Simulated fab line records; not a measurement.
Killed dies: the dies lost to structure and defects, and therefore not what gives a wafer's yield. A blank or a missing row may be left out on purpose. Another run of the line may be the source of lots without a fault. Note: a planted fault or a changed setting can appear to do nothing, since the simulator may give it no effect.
Which tool was responsible? -- flow n5 finfet -- 11 lots, 33 wafers sampled, at 5 steps of a route of 1938

## WHAT EACH GAUGE READ, for each wafer
N5_SDB_OVL_MEAS_12.
lot,measured,on,SDB_OVL (nm)
L075,day 4 05:38,overlay-02,-1.6 -0.9 -0.7
L077,day 4 21:14,overlay-01,-0.2 -0.5 -0.4
L080,day 5 09:47,overlay-02,0.3 0.3 -0.2
L082,day 5 21:10,overlay-01,-0.6 -0.7 -0.8
L084,day 6 06:23,overlay-02,1.1 0.2 0.6
L086,day 6 17:49,overlay-01,-0.9 -1.7 -1.1
L088,day 7 04:59,overlay-02,-0.2 -0.5 -1.0
L091,day 8 03:14,overlay-02,-0.4 -1.0 -0.5
L092,day 8 10:19,overlay-01,0.2 1.1 -0.1
L095,day 9 00:52,overlay-02,-0.8 -0.4 -1.0
L096,day 9 08:12,overlay-02,-0.8 -0.8 -0.4

## EACH LOT AND THE TOOL THAT RAN IT (in order: tool; ch and the chambers of the sampled wafers; start)
lot,N5_SD_EPI_N_STRIP_38,N5_SD_EPI_P_ETCH_37,N5_SD_EPI_P_STRIP_40,N5_SD_ACTIVATION_RTA_00
L075,"plasma asher-02 ch 0,1, day 3 11:37","rie diel-04 ch 0,1,2, day 3 16:00","plasma asher-01 ch 0,1, day 3 16:44","rtp anneal-02 ch 0, day 3 21:37"
L077,"plasma asher-02 ch 0,1, day 4 04:23","rie diel-04 ch 0,1,3, day 4 09:08","plasma asher-02 ch 0,1, day 4 09:55","rtp anneal-01 ch 0, day 4 13:41"
L080,"plasma asher-01 ch 0,1, day 4 17:02","rie diel-04 ch 0,1,3, day 4 21:32","plasma asher-02 ch 0,1, day 4 22:17","rtp anneal-01 ch 0, day 5 02:11"
L082,"plasma asher-01 ch 0,1, day 5 03:37","rie diel-04 ch 0,2, day 5 08:59","plasma asher-02 ch 0,1, day 5 09:43","rtp anneal-02 ch 0, day 5 13:32"
L084,"plasma asher-01 ch 0,1, day 5 13:24","rie diel-03 ch 0,2, day 5 17:28","plasma asher-02 ch 0,1, day 5 18:13","rtp anneal-01 ch 0, day 5 22:19"
L086,"plasma asher-02 ch 0,1, day 6 02:33","rie diel-04 ch 0,1, day 6 06:23","plasma asher-02 ch 0,1, day 6 07:08","rtp anneal-01 ch 0, day 6 10:24"
L088,"plasma asher-01 ch 0,1, day 6 13:47","rie diel-03 ch 0,1, day 6 17:36","plasma asher-01 ch 0,1, day 6 18:20","rtp anneal-02 ch 0, day 6 21:25"
L091,"plasma asher-01 ch 0,1, day 7 10:43","rie diel-04 ch 0,1,3, day 7 15:23","plasma asher-02 ch 0,1, day 7 16:09","rtp anneal-01 ch 0, day 7 19:56"
L092,"plasma asher-02 ch 0,1, day 7 19:12","rie diel-03 ch 0,1,2, day 7 23:04","plasma asher-01 ch 0,1, day 7 23:49","rtp anneal-02 ch 0, day 8 02:47"
L095,"plasma asher-01 ch 0,1, day 8 08:52","rie diel-04 ch 0,1, day 8 12:36","plasma asher-02 ch 0,1, day 8 13:20","rtp anneal-01 ch 0, day 8 16:20"
L096,"plasma asher-02 ch 0,1, day 8 16:34","rie diel-02 ch 1,2,3, day 8 20:38","plasma asher-02 ch 1, day 8 21:22","rtp anneal-02 ch 0, day 9 00:19"
- N5_SD_EPI_N_STRIP_38: strips in N2/H2.
- N5_SD_EPI_P_ETCH_37: etches SOC in N2/H2, overetch 108 nm, time 486 s.
- N5_SD_EPI_P_STRIP_40: strips in N2/H2.
- N5_SD_ACTIVATION_RTA_00: time 0 s.

## THE ANSWER, worked out from the rows above alone
Rule: the lots themselves supply what counts as usual. Put in order of their means at a reading, lots are off if they are a third of the lots or fewer, leave a main group of 4 or more, and stand apart from it by a gap of 3 or more times the standard deviation of the main group's means; of several such gaps the widest counts. If all means in a main group match to the digits the tables above print for the reading, that group is not used. A lot without any number at a reading at which 4 lots or more have one is off too. The other lots that the step has rows for count as sound.
No lot is off on any of the readings shown, so nothing can be concluded from this.

## WHAT THE SIMULATOR PUT IN
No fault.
